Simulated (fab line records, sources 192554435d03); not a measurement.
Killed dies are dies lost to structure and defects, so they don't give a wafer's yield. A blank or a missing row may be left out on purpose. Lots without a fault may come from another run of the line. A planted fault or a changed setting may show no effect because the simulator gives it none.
fab line records | flow n5_finfet
record lots=6 wafers=18 last_day=17
route steps=1938 shown BEOL_M3@979 BEOL_M4@1111 PASSIVATION@1936
lots that met no fault: from a run of the same line without faults
start_h: hours from the record's first day to the start of the lot's first wafer shown | wait_h: hours since the lot's step before | " the same as in the row above | L1.1+2: a row that stands for several wafers | - no value, or no start given | * or withheld: withheld | < > ~ a bound
route shown NAME@n: a module of which the file shows steps, and the number in the route of the first | usual: mean/standard deviation of fault-free wafers | same: alike in all rows | chamber/n: place in a boat | sites: the reading at each site | _std_site: their standard deviation | _edge_site: outer sites' mean less inner sites' | radius_mm: how far each site lies from the wafer's centre | mask NAME#n: copy n | behind: the tool/chamber that last shaped the wafer | hold: why the lot was held/for how many hours/how that ended | device: the transistor (n, p or np) that didn't switch | end of line: the same wafers' tests at the end of the route | a step without rows: its recipe alone | killed: dies lost to structure and defects at the first sort, not the wafer's yield | map: a wafer's dies, x killed, . not, _ none there
set.NAME: the setting as run; set.NAME@STEP: as run at that earlier step | model.NAME: the simulator's own value behind a step, which no gauge read
lots at some steps of the route; a table a step, a row a wafer
services: from which hour (start_h, from the record's first day; less than 0 if before it) a tool's chamber was out of use, for how many hours, and why
## steps
# step N5_BEOL_M3_STRIP_36
# recipe chemistry=N2/H2 power_w=450 temp_c=40 pressure_mtorr=20 rf_frequency_hz=6e+07 overash_fraction=0.3 bias_power_w=7 h2_frac=0.5 n2_flow_sccm=200 h2_flow_sccm=200
# step N5_BEOL_M3_TRENCH_ETCH_37
# recipe chemistry=C4F6/O2 target_depth_a=555.55 target=SiOC time_s=29.2 ion_energy_ev=250 pressure_mtorr=30 source_w=355 bias_w=185 Ar_flow_sccm=300 C4F6_flow_sccm=10 O2_flow_sccm=10
# usual drypump_motor_current_A=5.7/0.43 oes_product_au=0.76/0.08 rf_vpp_V=666/16 showerhead_plenum_p_Torr=2.81/0.088 throttle_valve_pct=20.9/0.3
# same time_s=29.2
# columns lot.wafer tool chamber start_h wait_h drypump_motor_current_A oes_product_au rf_hours_counter_h rf_vpp_V showerhead_plenum_p_Torr throttle_valve_pct
L552.4 rie_diel-03 3 - - 5.2 0.75 - 639 2.74 21.0
L552.5 " 0 " " 5.4 0.74 - 675 2.93 21.1
L552.6 " 1 " " 5.1 0.66 - 655 2.81 21.3
L553.1 rie_diel-03 1 - - 5.1 0.66 233 656 2.81 21.3
L553.2 " 0 " " 5.4 0.73 193 674 2.93 21.1
L553.6 " 3 " " 5.2 0.74 - 639 2.73 21.0
L562.2 rie_diel-02 2 - - 5.9 0.72 163 662 2.85 21.0
L562.3 " 3 " " 5.3 0.82 96 673 2.87 20.7
L562.5 " 0 " " 5.6 0.91 - 672 2.93 20.6
L564.2 rie_diel-01 2 - - 6.1 0.71 183 667 2.92 20.5
L564.4 " 3 " " 6.1 0.71 225 644 2.69 21.4
L564.5 " 1 " " 5.3 0.73 - 692 2.70 21.0
L565.2 rie_diel-01 2 - - 6.1 0.72 186 668 2.92 20.5
L565.3 " 3 " " 6.0 0.70 228 646 2.69 21.4
L565.5 " 0 " " 6.4 0.71 - 684 2.80 20.6
L567.3 rie_diel-02 3 - - 5.3 0.82 103 675 2.87 20.7
L567.4 " 0 " " 5.6 0.90 23 671 2.93 20.6
L567.6 " 3 " " 5.3 0.81 - 675 2.87 20.7
# step N5_BEOL_M3_ETCH_41
# recipe chemistry=CH3F/O2 target=SiCN target_depth_a=299 taper_deg=2 time_s=52.5 ion_energy_ev=120 mask_material=TiN pressure_mtorr=30 source_w=395 bias_w=75 Ar_flow_sccm=150 CH3F_flow_sccm=30 O2_flow_sccm=20
# usual drypump_motor_current_A=5.7/0.43 oes_product_au=0.76/0.081 rf_vpp_V=296.9/1.7 showerhead_plenum_p_Torr=1.97/0.066 throttle_valve_pct=16.41/0.27
# same time_s=52.5
# columns lot.wafer tool chamber start_h wait_h drypump_motor_current_A oes_product_au rf_hours_counter_h rf_vpp_V showerhead_plenum_p_Torr throttle_valve_pct
L552.4 rie_diel-03 3 - - 5.2 0.74 - 295.2 1.92 16.47
L552.5 " 0 " " 5.4 0.73 - 298.8 2.07 16.61
L552.6 " 1 " " 5.1 0.67 - 297.0 1.97 16.80
L553.1 rie_diel-03 1 - - 5.0 0.66 233 298.0 1.97 16.81
L553.2 " 0 " " 5.3 0.74 193 300.2 2.06 16.62
L553.6 " 3 " " 5.2 0.73 - 295.0 1.92 16.46
L562.2 rie_diel-02 2 - - 5.9 0.72 163 298.8 2.01 16.48
L562.3 " 3 " " 5.4 0.82 96 298.8 2.02 16.19
L562.5 " 0 " " 5.6 0.92 - 297.3 2.06 16.02
L564.2 rie_diel-01 2 - - 6.1 0.72 183 298.3 2.06 16.13
L564.4 " 3 " " 6.1 0.70 225 295.7 1.89 16.87
L564.5 " 1 " " 5.3 0.74 - 295.7 1.89 16.47
L565.2 rie_diel-01 2 - - 6.1 0.72 186 298.8 2.06 16.14
L565.3 " 3 " " 6.1 0.69 228 293.8 1.89 16.86
L565.5 " 0 " " 6.4 0.71 - 297.6 1.97 16.19
L567.3 rie_diel-02 3 - - 5.3 0.82 103 298.6 2.02 16.22
L567.4 " 0 " " 5.6 0.91 23 297.2 2.06 16.04
L567.6 " 3 " " 5.4 0.82 - 298.6 2.02 16.22
# step N5_BEOL_M3_STRIP_97
# recipe chemistry=N2/H2 time_s=10 power_w=450 temp_c=40 pressure_mtorr=20 rf_frequency_hz=6e+07 bias_power_w=7 n2_flow_sccm=200 h2_flow_sccm=200
# step N5_BEOL_M3_OCD_MEAS_38
# usual trench_depth_nm=55.1/1.2
# columns lot.wafer tool chamber start_h wait_h trench_depth_nm
L552.4 ocd-02 - 185.28 - 53.4
L552.5 " - " " 54.5
L552.6 " - " " 53.6
L553.1 ocd-01 - 197.41 - 53.7
L553.2 " - " " 54.8
L553.6 " - " " 53.2
L562.2 ocd-01 - 252.93 - 53.4
L562.3 " - " " 55.8
L562.5 " - " " 55.7
L564.2 ocd-02 - 265.73 - 54.0
L564.4 " - " " 56.1
L564.5 " - " " 54.4
L565.2 ocd-02 - 273.10 - 54.4
L565.3 " - " " 56.6
L565.5 " - " " 54.1
L567.3 ocd-02 - 278.26 - 57.7
L567.4 " - " " 56.1
L567.6 " - " " 56.9
# step N5_BEOL_M3_HM_STRIP_39
# recipe chemistry=peroxide_tin_strip material=TiN target_depth_a=250 temp_c=50 time_s=158
# step N5_BEOL_M3_SRD_40
# recipe time_s=30 temp_c=23 rinse_liquid=diw dry=ipa_marangoni
# step N5_BEOL_M3_PRECLEAN_42
# recipe chemistry=residue_remover time_s=60 temp_c=40
# step N5_BEOL_M3_SRD_43
# recipe time_s=30 temp_c=23 rinse_liquid=diw dry=ipa_marangoni
# step N5_BEOL_M3_CD_MEAS_35
# recipe target_cd_nm=18 target_cd_y_nm=21 polarity=opening
# usual cd_nm=17.9/0.46
# columns lot.wafer tool chamber start_h wait_h cd_nm
L552.4 cd_sem-03 - 185.43 0.0 17.5
L552.5 " - " " 18.0
L552.6 " - " " 17.3
L553.1 cd_sem-02 - 197.57 0.0 17.5
L553.2 " - " " 17.0
L553.6 " - " " 16.8
L562.2 cd_sem-01 - 253.08 0.0 18.5
L562.3 " - " " 18.6
L562.5 " - " " 18.2
L564.2 cd_sem-01 - 265.88 0.0 17.9
L564.4 " - " " 18.2
L564.5 " - " " 17.4
L565.2 cd_sem-03 - 273.25 0.0 18.4
L565.3 " - " " 17.6
L565.5 " - " " 17.5
L567.3 cd_sem-02 - 278.42 0.0 17.2
L567.4 " - " " 17.4
L567.6 " - " " 17.2
# step N5_BEOL_M3_DEGAS_44
# recipe ambient=vacuum temp_c=250 time_s=60
# usual heater_power_w=365/27
# same time_s=60
# columns lot.wafer tool chamber start_h wait_h heater_power_w
L552.4 pvd_sputter-02 - 185.72 0.3 347
L552.5 " - " " 345
L552.6 " - " " 352
L553.1 pvd_sputter-01 - 197.79 0.2 408
L553.2 " - " " 378
L553.6 " - " " 407
L562.2 pvd_sputter-03 - 253.12 0.0 345
L562.3 " - " " 323
L562.5 " - " " 372
L564.2 pvd_sputter-02 - 266.24 0.4 328
L564.4 " - " " 330
L564.5 " - " " 356
L565.2 pvd_sputter-02 - 273.84 0.6 345
L565.3 " - " " 336
L565.5 " - " " 342
L567.3 pvd_sputter-01 - 278.52 0.1 410
L567.4 " - " " 370
L567.6 " - " " 398
# step N5_BEOL_M3_PRE_CLEAN_45
# recipe gas=H2/He time_s=30 temp_c=250
# usual heater_power_w=363/26
# same time_s=30
# columns lot.wafer tool chamber start_h wait_h heater_power_w
L552.4 pvd_sputter-02 - 185.76 0.0 347
L552.5 " - " " 349
L552.6 " - " " 349
L553.1 pvd_sputter-01 - 197.83 0.0 402
L553.2 " - " " 381
L553.6 " - " " 409
L562.2 pvd_sputter-03 - 253.16 0.0 351
L562.3 " - " " 329
L562.5 " - " " 375
L564.2 pvd_sputter-02 - 266.28 0.0 334
L564.4 " - " " 333
L564.5 " - " " 357
L565.2 pvd_sputter-02 - 273.88 0.0 348
L565.3 " - " " 343
L565.5 " - " " 347
L567.3 pvd_sputter-01 - 278.56 0.0 412
L567.4 " - " " 364
L567.6 " - " " 406
# step N5_BEOL_M3_ALD_84
# recipe material=TaN target_thk_a=* temp_c=275 ald_precursor_family=PDMAT ald_co_reactant=NH3 pressure_torr=3 carrier_flow_sccm=1500 pulse_time_s=2 purge_time_s=3 co_reactant_purge_time_s=2 co_reactant_pulse_time_s=3 ald_cycles=30 precursor_vessel_temp_c=75 precursor_vessel_pressure_torr=26.25 precursor_vessel_carrier_sccm=1000
# usual ald_cycles=30/0 heater_power_w=431/40 precursor_vessel_temp_c=74.98/0.12
# columns lot.wafer tool chamber start_h wait_h ald_cycles heater_power_w precursor_vessel_temp_c
L552.4 ald_metal-01 0 185.86 0.1 30 514 74.97
L552.5 " 3 " " 30 388 74.98
L552.6 " 0 " " 30 516 74.98
L553.1 ald_metal-01 2 197.89 0.0 30 418 75.00
L553.2 " 3 " " 30 390 74.93
L553.6 " 1 " " 30 441 75.07
L562.2 ald_metal-01 3 253.24 0.1 29 391 75.01
L562.3 " 1 " " 30 446 74.80
L562.5 " 3 " " 30 400 74.89
L564.2 ald_metal-01 2 266.34 0.0 29 417 74.92
L564.4 " 0 " " 29 498 75.03
L564.5 " 3 " " 30 381 74.87
L565.2 ald_metal-02 1 273.95 0.1 30 435 75.10
L565.3 " 2 " " 30 402 75.01
L565.5 " 2 " " 30 405 74.83
L567.3 ald_metal-04 0 278.62 0.0 30 397 74.89
L567.4 " 1 " " 30 451 75.06
L567.6 " 0 " " 30 396 75.09
# step N5_BEOL_M3_SURFACE_TREAT_85
# recipe gas=Ar time_s=* ion_energy_ev=* ion_current_ma_cm2=0.5 pressure_mtorr=* ar_flow_sccm=30
# usual throttle_valve_pct=*
# same time_s=*
# columns lot.wafer tool chamber start_h wait_h throttle_valve_pct
L552.4 pvd_sputter-02 - 186.14 0.2 *
L552.5 " - " " *
L552.6 " - " " *
L553.1 pvd_sputter-01 - 198.19 0.2 *
L553.2 " - " " *
L553.6 " - " " *
L562.2 pvd_sputter-01 - 253.59 0.2 *
L562.3 " - " " *
L562.5 " - " " *
L564.2 pvd_sputter-02 - 266.58 0.1 *
L564.4 " - " " *
L564.5 " - " " *
L565.2 pvd_sputter-03 - 274.42 0.4 *
L565.3 " - " " *
L565.5 " - " " *
L567.3 pvd_sputter-02 - 278.88 0.2 *
L567.4 " - " " *
L567.6 " - " " *
# step N5_BEOL_M4_RC_MEAS_101
# usual DIBL_N=35.3/2.5 DIBL_P=35/3.3 IOFF_N=0.15/0.049 IOFF_P=0.20/0.056 ION_N=673/16 ION_P=462/10 SS_N=71.2/0.85 SS_P=73.0/0.97 VT_N=252/4.9 VT_P=-251/5
# columns lot.wafer tool chamber start_h wait_h DIBL_N[mV/V] DIBL_P[mV/V] IOFF_N[nA/um] IOFF_P[nA/um] ION_N[uA/um] ION_P[uA/um] SS_N[mV/dec] SS_P[mV/dec] VT_N[mV] VT_P[mV]
L552.4 prober-02 0 199.38 0.5 37.2 38 0.17 0.21 678 462 71.8 74.5 248 -251
L552.5 " 0 " " 31.6 31 0.09 0.12 647 442 69.5 71.5 258 -258
L552.6 " 0 " " 35.6 36 0.13 0.18 661 454 71.3 73.2 252 -252
L553.1 prober-01 0 219.19 0.0 40.1 42 0.26 0.34 707 481 72.7 75.6 243 -243
L553.2 " 0 " " 32.1 32 0.10 0.16 666 461 70.6 71.6 254 -250
L553.6 " 0 " " 33.1 32 0.11 0.16 671 459 70.9 72.6 256 -255
L562.2 prober-01 0 268.08 0.2 37.0 37 0.17 0.27 677 475 72.1 74.0 249 -241
L562.3 " 0 " " 38.2 38 0.19 0.27 704 487 72.0 74.3 245 -243
L562.5 " 0 " " 38.4 39 0.20 0.29 689 473 72.2 74.5 245 -242
L564.2 prober-01 0 287.91 0.5 36.9 38 0.19 0.24 683 465 71.4 73.2 245 -251
L564.4 " 0 " " 36.2 38 0.18 0.22 678 463 70.9 73.9 248 -250
L564.5 " 0 " " 36.5 38 0.18 0.23 673 462 71.4 73.8 250 -249
L567.3 prober-02 0 292.50 0.3 35.4 35 0.12 0.16 663 454 70.5 72.1 254 -254
L567.4 " 0 " " 35.3 34 0.13 0.16 670 451 71.0 72.5 253 -254
L567.6 " 0 " " 31.1 30 0.08 0.11 645 447 69.2 71.3 260 -257
L565.2 prober-01 0 292.51 0.2 32.2 31 0.09 0.13 644 448 70.0 70.9 258 -256
L565.3 " 0 " " 36.0 36 0.14 0.20 664 459 70.9 73.6 253 -252
L565.5 " 0 " " 35.9 37 0.14 0.19 663 458 70.8 72.9 252 -252
# step N5_PASSIVATION_PROBE_49
# usual defect_limited_yield=91.3/1.4 killed_at_M0_to_M3=33/9.9 killed_at_M4_up=15/5.6 killed_at_contacts=13/5.7 killed_at_front_end=38/12 killed_at_other=4/3.1 killed_dies=103/17 killed_on_rim=13/4 killed_open=66/13 killed_short=32/7.8 sort_bin_5_function=5.1/0.95 sort_bin_6_memory=3.2/0.68 sort_bin_8_speed=0.02/0.22 sort_n_pass=1077/17 sort_yield_pct=91.3/1.5
# same gross_dies=1180 killed_at_back_side=0 sort_bin_4_leakage[%]=0
# columns lot.wafer tool chamber start_h wait_h defect_limited_yield[%] killed_at_M0_to_M3 killed_at_M4_up killed_at_contacts killed_at_front_end killed_at_other killed_dies killed_on_rim killed_open killed_short sort_bin_5_function[%] sort_bin_6_memory[%] sort_bin_8_speed[%] sort_n_pass sort_yield_pct[%]
L552.4 prober-01 - 298.80 0.2 92.0 29 16 14 29 6 94 12 56 33 4.4 3.3 0 1086 92.0
L552.5 prober-01 - 298.85 0.2 89.5 46 13 12 45 8 124 16 79 32 5.5 3.9 0.08 1055 89.4
L552.6 prober-01 - 298.90 0.3 92.2 29 8 25 28 2 92 11 66 26 5.2 2.5 0 1088 92.2
L553.1 prober-02 - 321.17 0.0 89.3 33 21 16 53 3 126 11 89 35 6.4 3.8 0 1054 89.3
L553.2 prober-02 - 321.22 0.1 89.6 36 13 16 55 3 123 21 77 41 6.1 4.0 0 1057 89.6
L553.6 prober-02 - 321.42 0.3 91.3 26 20 21 33 3 103 11 73 28 5.5 3.1 0 1077 91.3
L562.2 prober-01 - 371.60 0.1 90.8 42 11 19 37 0 109 9 73 31 5.4 3.6 0 1071 90.8
L562.3 prober-01 - 371.65 0.1 93.1 27 12 7 31 4 81 10 53 27 3.8 2.8 0 1099 93.1
L562.5 prober-01 - 371.75 0.2 92.3 22 13 17 35 4 91 11 62 29 4.4 3.1 0 1089 92.3
L564.4 prober-01 - 389.19 0.2 89.4 34 31 11 44 5 125 26 83 37 6.0 4.2 0 1055 89.4
L565.2 prober-01 - 396.75 0.1 92.9 27 6 13 33 5 84 14 51 28 4.3 2.6 0 1096 92.9
L567.3 prober-02 - 400.05 0.1 90.1 29 11 22 40 15 117 13 71 42 5.5 3.7 0 1063 90.1
L567.4 prober-02 - 400.10 0.2 91.3 27 15 21 37 3 103 15 71 27 4.7 3.7 0 1077 91.3
L567.6 prober-02 - 400.20 0.3 92.1 35 16 15 22 5 93 15 65 24 4.2 3.4 0 1087 92.1
# killed by level:class
L552.4 MOL_CONTACT_COAG:geometric_particle:open=10 BEOL_M1:geometric_particle:open=8 GATE_CUT:geometric_particle:open=6 BEOL_M3:geometric_particle:open=6 DUMMY_GATE:geometric_particle:open=4 GATE_CUT:geometric_particle:short=4 MOL_CONTACT_COAG:geometric_particle:short=4 BEOL_M1:geometric_particle:short=4
L552.5 MOL_CONTACT_COAG:geometric_particle:open=11 FIN_SAQP:geometric_particle:open=9 HKMG_FIN:area_etch=9 BEOL_M1:geometric_particle:open=8 BEOL_M0_SAQP:geometric_particle:short=7 BEOL_M0:geometric_particle:open=7 BEOL_M5:geometric_particle:open=6 GATE_CUT:geometric_particle:short=5
L552.6 MOL_CONTACT_COAG:geometric_particle:open=21 BEOL_M1:geometric_particle:open=7 DUMMY_GATE:geometric_particle:open=6 BEOL_M2:geometric_particle:open=6 STARTING-WAFER:geometric_particle:short=5 FIN_SAQP:geometric_particle:short=4 MOL_CONTACT_COAG:geometric_particle:short=4 BEOL_M0_SAQP:geometric_particle:open=4
L553.1 FIN_SAQP:geometric_particle:open=17 FIN_SAQP:geometric_particle:short=14 MOL_CONTACT_COAG:geometric_particle:open=14 BEOL_M5:geometric_particle:open=9 BEOL_M2:geometric_particle:open=8 BEOL_M0_SAQP:geometric_particle:open=7 GATE_CUT:geometric_particle:short=6 BEOL_M1:geometric_particle:open=6
L553.2 FIN_SAQP:geometric_particle:open=15 FIN_SAQP:geometric_particle:short=15 BEOL_M0_SAQP:geometric_particle:short=13 MOL_CONTACT_COAG:geometric_particle:open=12 BEOL_M0_SAQP:geometric_particle:open=10 DUMMY_GATE:geometric_particle:open=8 STI_FIN_REVEAL:geometric_particle:open=6 BEOL_M2:geometric_particle:open=5
L553.6 MOL_CONTACT_COAG:geometric_particle:open=18 FIN_SAQP:geometric_particle:open=12 FIN_SAQP:geometric_particle:short=9 BEOL_M0_SAQP:geometric_particle:open=8 BEOL_M5:geometric_particle:open=7 BEOL_M2:geometric_particle:open=5 BEOL_M0_SAQP:geometric_particle:short=4 BEOL_M1:geometric_particle:open=4
L562.2 FIN_SAQP:geometric_particle:open=12 BEOL_M3:geometric_particle:open=11 MOL_CONTACT_COAG:geometric_particle:short=10 BEOL_M0_SAQP:geometric_particle:open=9 MOL_CONTACT_COAG:geometric_particle:open=8 STI_FIN_REVEAL:geometric_particle:open=8 BEOL_M0_SAQP:geometric_particle:short=7 BEOL_M4:geometric_particle:open=4
L562.3 FIN_SAQP:geometric_particle:open=7 MOL_CONTACT_COAG:geometric_particle:open=7 BEOL_M0_SAQP:geometric_particle:open=7 BEOL_M1:geometric_particle:open=5 DUMMY_GATE:geometric_particle:open=4 GATE_CUT:geometric_particle:short=4 BEOL_M0_SAQP:geometric_particle:short=4 GATE_CUT:geometric_particle:open=3
L562.5 MOL_CONTACT_COAG:geometric_particle:open=12 FIN_SAQP:geometric_particle:open=7 STI_FIN_REVEAL:geometric_particle:open=6 MOL_CONTACT_COAG:geometric_particle:short=5 BEOL_M1:geometric_particle:open=5 BEOL_M3:geometric_particle:open=5 BEOL_M4:geometric_particle:open=5 STI_FIN_REVEAL:geometric_particle:short=3
L564.4 BEOL_M4:geometric_particle:open=19 FIN_SAQP:geometric_particle:open=14 BEOL_M3:geometric_particle:open=10 MOL_CONTACT_COAG:geometric_particle:open=8 FIN_SAQP:geometric_particle:short=7 BEOL_M4:geometric_particle:short=7 BEOL_M1:geometric_particle:open=7 BEOL_M0_SAQP:geometric_particle:open=6
L565.2 MOL_CONTACT_COAG:geometric_particle:open=11 BEOL_M1:geometric_particle:open=10 STI_FIN_REVEAL:geometric_particle:open=6 GATE_CUT:geometric_particle:short=6 BEOL_M3:geometric_particle:open=6 FIN_SAQP:geometric_particle:open=5 DUMMY_GATE:geometric_particle:short=5 BEOL_M0_SAQP:geometric_particle:short=4
L567.3 MOL_CONTACT_COAG:geometric_particle:open=13 GATE_CUT:geometric_particle:short=8 BEOL_M0_SAQP:geometric_particle:short=8 MOL_CONTACT_COAG:geometric_particle:short=7 BEOL_M0_SAQP:geometric_particle:open=7 DUMMY_GATE:geometric_particle:open=6 FIN_SAQP:geometric_particle:short=5 STI_FIN_REVEAL:geometric_particle:open=5
L567.4 MOL_CONTACT_COAG:geometric_particle:open=18 FIN_SAQP:geometric_particle:open=10 STI_FIN_REVEAL:geometric_particle:open=10 BEOL_M0_SAQP:geometric_particle:short=8 BEOL_M0_SAQP:geometric_particle:open=8 BEOL_M4:geometric_particle:open=4 FIN_SAQP:geometric_particle:short=3 ILD0:geometric_particle:short=3
L567.6 BEOL_M3:geometric_particle:open=13 MOL_CONTACT_COAG:geometric_particle:open=13 BEOL_M0_SAQP:geometric_particle:open=6 GATE_CUT:geometric_particle:short=5 BEOL_M0_SAQP:geometric_particle:short=4 BEOL_M3:geometric_particle:short=4 BEOL_M4:geometric_particle:open=4 BEOL_M5:geometric_particle:open=4
## services
# columns tool chamber start_h hours kind
rie_diel-03 2 173.35 - clean
rie_diel-03 2 173.35 - consumable_replace:focus_ring
rie_diel-03 2 173.35 19.9 scheduled_down
rie_diel-03 2 173.35 19.9 vent_cycle
ald_metal-04 1 173.83 34.1 repair
rie_diel-01 1 197.73 6.1 repair
rie_diel-01 1 210.44 1.8 repair
rie_diel-02 - 212.13 28.1 pm
pvd_sputter-03 - 216.20 4.0 repair
ald_metal-04 0 220.83 5.3 repair
ald_metal-02 1 222.16 4.1 repair
ald_metal-01 0 222.67 8.0 repair
ald_metal-01 - 228.84 14.6 pm
ald_metal-04 - 242.30 14.6 pm
rie_diel-03 1 245.77 - clean
rie_diel-03 1 245.77 - consumable_replace:focus_ring
rie_diel-03 1 245.77 18.5 scheduled_down
rie_diel-03 1 245.77 18.5 vent_cycle
ald_metal-02 3 251.42 - calibration
## key
first_sign step=N5_BEOL_M3_ALD_84 reading=ald_cycles direction=down sigmas=99+ usual=* struck=*
effect none on later readings
met_at N5_BEOL_M3_ALD_84
struck_wafers L562.2,L564.2,L564.4
onset_between 197.89 253.24
fault kind=process_parameter_drift tool=ald_metal-01 chamber=- onset_h=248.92 steps=N5_BEOL_M3_ALD_84 channel=ald_cycles offset=* shape=step end_h=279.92 scope=struck_wafers_only acts_in=* stated=*
